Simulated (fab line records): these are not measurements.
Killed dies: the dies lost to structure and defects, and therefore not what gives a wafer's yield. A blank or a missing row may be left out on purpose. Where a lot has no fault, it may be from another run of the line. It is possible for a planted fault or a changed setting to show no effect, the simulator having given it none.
What tool caused it? :: flow nand_harc :: Sampling: 14 lots, 42 wafers, 4 of 1302 route steps

WHAT THE GAUGES READ, wafer by wafer
The record holds no reading of a measuring or inspecting step that can be judged against a usual standard deviation.

TOOL THAT RAN EACH LOT (tool first, then ch and the chambers of the sampled wafers, then the start)
lot: L509
NHARC_P_M2_PRE_CLEAN_30: pvd_sputter-01, day 6 16:22 or earlier
NHARC_P_M2_PVD_20: pvd_sputter-01, day 6 16:22 or earlier
NHARC_P_M2_ANNEAL_31: rtp_anneal-02 ch 0, day 6 16:22
NHARC_P_BONDPAD_DEP_00: pecvd-03 ch 0,2, day 6 17:44

lot: L511
NHARC_P_M2_PRE_CLEAN_30: pvd_sputter-01, day 7 08:17 or earlier
NHARC_P_M2_PVD_20: pvd_sputter-01, day 7 08:17 or earlier
NHARC_P_M2_ANNEAL_31: rtp_anneal-01 ch 0, day 7 08:17
NHARC_P_BONDPAD_DEP_00: pecvd-01 ch 0,2, day 7 09:39

lot: L512
NHARC_P_M2_PRE_CLEAN_30: pvd_sputter-01, day 7 18:13 or earlier
NHARC_P_M2_PVD_20: pvd_sputter-01, day 7 18:13 or earlier
NHARC_P_M2_ANNEAL_31: rtp_anneal-01 ch 0, day 7 18:13
NHARC_P_BONDPAD_DEP_00: pecvd-03 ch 0,1,2, day 7 19:34

lot: L513
NHARC_P_M2_PRE_CLEAN_30: pvd_sputter-03, day 8 00:59 or earlier
NHARC_P_M2_PVD_20: pvd_sputter-03, day 8 00:59 or earlier
NHARC_P_M2_ANNEAL_31: rtp_anneal-01 ch 0, day 8 00:59
NHARC_P_BONDPAD_DEP_00: pecvd-01 ch 0,1,2, day 8 02:25

lot: L515
NHARC_P_M2_PRE_CLEAN_30: pvd_sputter-03, day 9 11:10 or earlier
NHARC_P_M2_PVD_20: pvd_sputter-03, day 9 11:10 or earlier
NHARC_P_M2_ANNEAL_31: rtp_anneal-02 ch 0, day 9 11:10
NHARC_P_BONDPAD_DEP_00: pecvd-03 ch 0,1, day 9 12:36

lot: L517
NHARC_P_M2_PRE_CLEAN_30: pvd_sputter-01, day 9 20:25 or earlier
NHARC_P_M2_PVD_20: pvd_sputter-01, day 9 20:25 or earlier
NHARC_P_M2_ANNEAL_31: rtp_anneal-02 ch 0, day 9 20:25
NHARC_P_BONDPAD_DEP_00: pecvd-03 ch 0,1, day 9 21:47

lot: L519
NHARC_P_M2_PRE_CLEAN_30: pvd_sputter-03, day 10 12:05 or earlier
NHARC_P_M2_PVD_20: pvd_sputter-03, day 10 12:05 or earlier
NHARC_P_M2_ANNEAL_31: rtp_anneal-01 ch 0, day 10 12:05
NHARC_P_BONDPAD_DEP_00: pecvd-04 ch 0,2, day 10 13:35

lot: L522
NHARC_P_M2_PRE_CLEAN_30: pvd_sputter-02, day 11 16:39 or earlier
NHARC_P_M2_PVD_20: pvd_sputter-02, day 11 16:39 or earlier
NHARC_P_M2_ANNEAL_31: rtp_anneal-01 ch 0, day 11 16:39
NHARC_P_BONDPAD_DEP_00: pecvd-03 ch 0,2, day 11 18:04

lot: L525
NHARC_P_M2_PRE_CLEAN_30: pvd_sputter-03, day 13 08:25 or earlier
NHARC_P_M2_PVD_20: pvd_sputter-03, day 13 08:25 or earlier
NHARC_P_M2_ANNEAL_31: rtp_anneal-01 ch 0, day 13 08:25
NHARC_P_BONDPAD_DEP_00: pecvd-01 ch 0,1,2, day 13 09:50

lot: L526
NHARC_P_M2_PRE_CLEAN_30: pvd_sputter-02, day 13 13:13 or earlier
NHARC_P_M2_PVD_20: pvd_sputter-02, day 13 13:13 or earlier
NHARC_P_M2_ANNEAL_31: rtp_anneal-02 ch 0, day 13 13:13
NHARC_P_BONDPAD_DEP_00: pecvd-03 ch 0,1,2, day 13 14:35

lot: L529
NHARC_P_M2_PRE_CLEAN_30: pvd_sputter-01, day 14 19:55 or earlier
NHARC_P_M2_PVD_20: pvd_sputter-01, day 14 19:55 or earlier
NHARC_P_M2_ANNEAL_31: rtp_anneal-02 ch 0, day 14 19:55
NHARC_P_BONDPAD_DEP_00: pecvd-03 ch 0,2, day 14 21:26

lot: L530
NHARC_P_M2_PRE_CLEAN_30: pvd_sputter-02, day 14 23:58 or earlier
NHARC_P_M2_PVD_20: pvd_sputter-02, day 14 23:58 or earlier
NHARC_P_M2_ANNEAL_31: rtp_anneal-01 ch 0, day 14 23:58
NHARC_P_BONDPAD_DEP_00: pecvd-04 ch 0,1,2, day 15 01:14

lot: L531
NHARC_P_M2_PRE_CLEAN_30: pvd_sputter-03, day 15 09:47 or earlier
NHARC_P_M2_PVD_20: pvd_sputter-03, day 15 09:47 or earlier
NHARC_P_M2_ANNEAL_31: rtp_anneal-02 ch 0, day 15 09:47
NHARC_P_BONDPAD_DEP_00: pecvd-01 ch 0,1,2, day 15 11:14

lot: L532
NHARC_P_M2_PRE_CLEAN_30: pvd_sputter-02, day 15 22:33 or earlier
NHARC_P_M2_PVD_20: pvd_sputter-02, day 15 22:33 or earlier
NHARC_P_M2_ANNEAL_31: rtp_anneal-02 ch 0, day 15 22:33
NHARC_P_BONDPAD_DEP_00: pecvd-01 ch 0,1,2, day 15 23:57
- NHARC_P_M2_PRE_CLEAN_30: time 30 s.
- NHARC_P_M2_PVD_20: deposits TaN, target thk 5 nm, time 8.06 s.
- NHARC_P_M2_ANNEAL_31: time 90 s.
- NHARC_P_BONDPAD_DEP_00: deposits SiCN, target thk 250 nm.

AS READ BY THE TOOLS THEMSELVES (means over the sampled wafers that have a number; for cases with no such wafer, the mark the record gives instead)
NHARC_P_M2_PRE_CLEAN_30. Usual: heater_power_w at 395 W, with a standard deviation of 39.
lot: L509
tool: pvd_sputter-01
heater_power_w (W): 348
flag: 

lot: L511
tool: pvd_sputter-01
heater_power_w (W): 399
flag: 

lot: L512
tool: pvd_sputter-01
heater_power_w (W): 421
flag: 

lot: L513
tool: pvd_sputter-03
heater_power_w (W): 386
flag: 

lot: L515
tool: pvd_sputter-03
heater_power_w (W): 383
flag: 

lot: L517
tool: pvd_sputter-01
heater_power_w (W): 358
flag: 

lot: L519
tool: pvd_sputter-03
heater_power_w (W): 398
flag: 

lot: L522
tool: pvd_sputter-02
heater_power_w (W): 396
flag: 

lot: L525
tool: pvd_sputter-03
heater_power_w (W): 404
flag: 

lot: L526
tool: pvd_sputter-02
heater_power_w (W): 402
flag: 

lot: L529
tool: pvd_sputter-01
heater_power_w (W): 379
flag: 

lot: L530
tool: pvd_sputter-02
heater_power_w (W): 399
flag: 

lot: L531
tool: pvd_sputter-03
heater_power_w (W): 408
flag: 

lot: L532
tool: pvd_sputter-02
heater_power_w (W): 391
flag: 

NHARC_P_M2_PVD_20. Usual: throttle_valve_pct at 29.9 %, with a standard deviation of 1.2.
lot: L509
tool: pvd_sputter-01
throttle_valve_pct (%): 29.7
flag: 

lot: L511
tool: pvd_sputter-01
throttle_valve_pct (%): 29.5
flag: 

lot: L512
tool: pvd_sputter-01
throttle_valve_pct (%): 29.2
flag: 

lot: L513
tool: pvd_sputter-03
throttle_valve_pct (%): 28.8
flag: 

lot: L515
tool: pvd_sputter-03
throttle_valve_pct (%): 30.8
flag: 

lot: L517
tool: pvd_sputter-01
throttle_valve_pct (%): 28.7
flag: 

lot: L519
tool: pvd_sputter-03
throttle_valve_pct (%): 31.3
flag: 

lot: L522
tool: pvd_sputter-02
throttle_valve_pct (%): 28.9
flag: 

lot: L525
tool: pvd_sputter-03
throttle_valve_pct (%): 29.9
flag: 

lot: L526
tool: pvd_sputter-02
throttle_valve_pct (%): 30.0
flag: 

lot: L529
tool: pvd_sputter-01
throttle_valve_pct (%): 28.9
flag: 

lot: L530
tool: pvd_sputter-02
throttle_valve_pct (%): 30.4
flag: 

lot: L531
tool: pvd_sputter-03
throttle_valve_pct (%): 30.6
flag: 

lot: L532
tool: pvd_sputter-02
throttle_valve_pct (%): 30.4
flag: 

NHARC_P_M2_ANNEAL_31. Usual: wafer_temp_C_max at 226.1, with a standard deviation of 0.36.
lot: L509
tool: rtp_anneal-02
wafer_temp_C_max: 226.4
flag: 

lot: L511
tool: rtp_anneal-01
wafer_temp_C_max: 226.1
flag: 

lot: L512
tool: rtp_anneal-01
wafer_temp_C_max: 225.6
flag: 

lot: L513
tool: rtp_anneal-01
wafer_temp_C_max: 226.1
flag: 

lot: L515
tool: rtp_anneal-02
wafer_temp_C_max: 226.4
flag: 

lot: L517
tool: rtp_anneal-02
wafer_temp_C_max: 226.4
flag: 

lot: L519
tool: rtp_anneal-01
wafer_temp_C_max: 226.0
flag: 

lot: L522
tool: rtp_anneal-01
wafer_temp_C_max: 225.8
flag: 

lot: L525
tool: rtp_anneal-01
wafer_temp_C_max: 225.8
flag: 

lot: L526
tool: rtp_anneal-02
wafer_temp_C_max: 226.1
flag: 

lot: L529
tool: rtp_anneal-02
wafer_temp_C_max: 226.9
flag: 

lot: L530
tool: rtp_anneal-01
wafer_temp_C_max: 225.7
flag: 

lot: L531
tool: rtp_anneal-02
wafer_temp_C_max: 226.4
flag: 

lot: L532
tool: rtp_anneal-02
wafer_temp_C_max: 226.4
flag: 

NHARC_P_BONDPAD_DEP_00. Usual: chamber_pressure_Torr 3.001 Torr, standard deviation 0.0059; heater_power_outer_w 326 W, standard deviation 48; heater_power_w 584 W, standard deviation 88; showerhead_vpp_V 1312 V, standard deviation 72.
lot: L509
tool: pecvd-03
chamber_pressure_Torr (Torr): 3.002
heater_power_outer_w (W): 332
heater_power_w (W): 573
showerhead_vpp_V (V): 1245
flag: 

lot: L511
tool: pecvd-01
chamber_pressure_Torr (Torr): 3.000
heater_power_outer_w (W): 345
heater_power_w (W): 633
showerhead_vpp_V (V): 1295
flag: 

lot: L512
tool: pecvd-03
chamber_pressure_Torr (Torr): 3.002
heater_power_outer_w (W): 307
heater_power_w (W): 555
showerhead_vpp_V (V): 1273
flag: 

lot: L513
tool: pecvd-01
chamber_pressure_Torr (Torr): 2.996
heater_power_outer_w (W): 334
heater_power_w (W): 624
showerhead_vpp_V (V): 1294
flag: 

lot: L515
tool: pecvd-03
chamber_pressure_Torr (Torr): 3.002
heater_power_outer_w (W): 278
heater_power_w (W): 490
showerhead_vpp_V (V): 1236
flag: 

lot: L517
tool: pecvd-03
chamber_pressure_Torr (Torr): 3.006
heater_power_outer_w (W): 329
heater_power_w (W): 549
showerhead_vpp_V (V): 1244
flag: 

lot: L519
tool: pecvd-04
chamber_pressure_Torr (Torr): 3.009
heater_power_outer_w (W): 295
heater_power_w (W): 539
showerhead_vpp_V (V): 1437
flag: 

lot: L522
tool: pecvd-03
chamber_pressure_Torr (Torr): 3.007
heater_power_outer_w (W): 351
heater_power_w (W): 586
showerhead_vpp_V (V): 1239
flag: 

lot: L525
tool: pecvd-01
chamber_pressure_Torr (Torr): -
heater_power_outer_w (W): -
heater_power_w (W): -
showerhead_vpp_V (V): -
flag: OFF

lot: L526
tool: pecvd-03
chamber_pressure_Torr (Torr): -
heater_power_outer_w (W): -
heater_power_w (W): -
showerhead_vpp_V (V): -
flag: OFF

lot: L529
tool: pecvd-03
chamber_pressure_Torr (Torr): 3.001
heater_power_outer_w (W): 351
heater_power_w (W): 604
showerhead_vpp_V (V): 1257
flag: 

lot: L530
tool: pecvd-04
chamber_pressure_Torr (Torr): 3.006
heater_power_outer_w (W): 315
heater_power_w (W): 557
showerhead_vpp_V (V): 1392
flag: 

lot: L531
tool: pecvd-01
chamber_pressure_Torr (Torr): 3.002
heater_power_outer_w (W): 359
heater_power_w (W): 655
showerhead_vpp_V (V): 1300
flag: 

lot: L532
tool: pecvd-01
chamber_pressure_Torr (Torr): 2.995
heater_power_outer_w (W): 373
heater_power_w (W): 655
showerhead_vpp_V (V): 1294
flag: 

THE ANSWER, worked out from the rows above alone
Rule: a lot is off if the mean of its wafers that have a number lies more than 3 standard deviations from the usual mean. Also off: a lot with no number at a reading for which 4 or more lots have one. The other lots that the step has rows for count as sound. The gauges are gone through in route order, then the tools' own readings, and for those a lot's mean is taken as printed above. The first step at which some lot is off is used, and at that step the reading that is off furthest; a lot without a number counts as furthest.
Off: L525, L526, at NHARC_P_BONDPAD_DEP_00 (chamber_pressure_Torr). Without a number there: L525, L526.
A tool fits if, at that step or a process step before it, it ran every lot that is off, and no sound lot after the first of them. NHARC_P_M2_PRE_CLEAN_30 gives no start for some lots, so the hours and the order of its lots are those of NHARC_P_M2_ANNEAL_31. NHARC_P_M2_PVD_20 gives no start for some lots, so the hours and the order of its lots are those of NHARC_P_M2_ANNEAL_31. None of those tried fits.

WHAT THE SIMULATOR HAD INSERTED
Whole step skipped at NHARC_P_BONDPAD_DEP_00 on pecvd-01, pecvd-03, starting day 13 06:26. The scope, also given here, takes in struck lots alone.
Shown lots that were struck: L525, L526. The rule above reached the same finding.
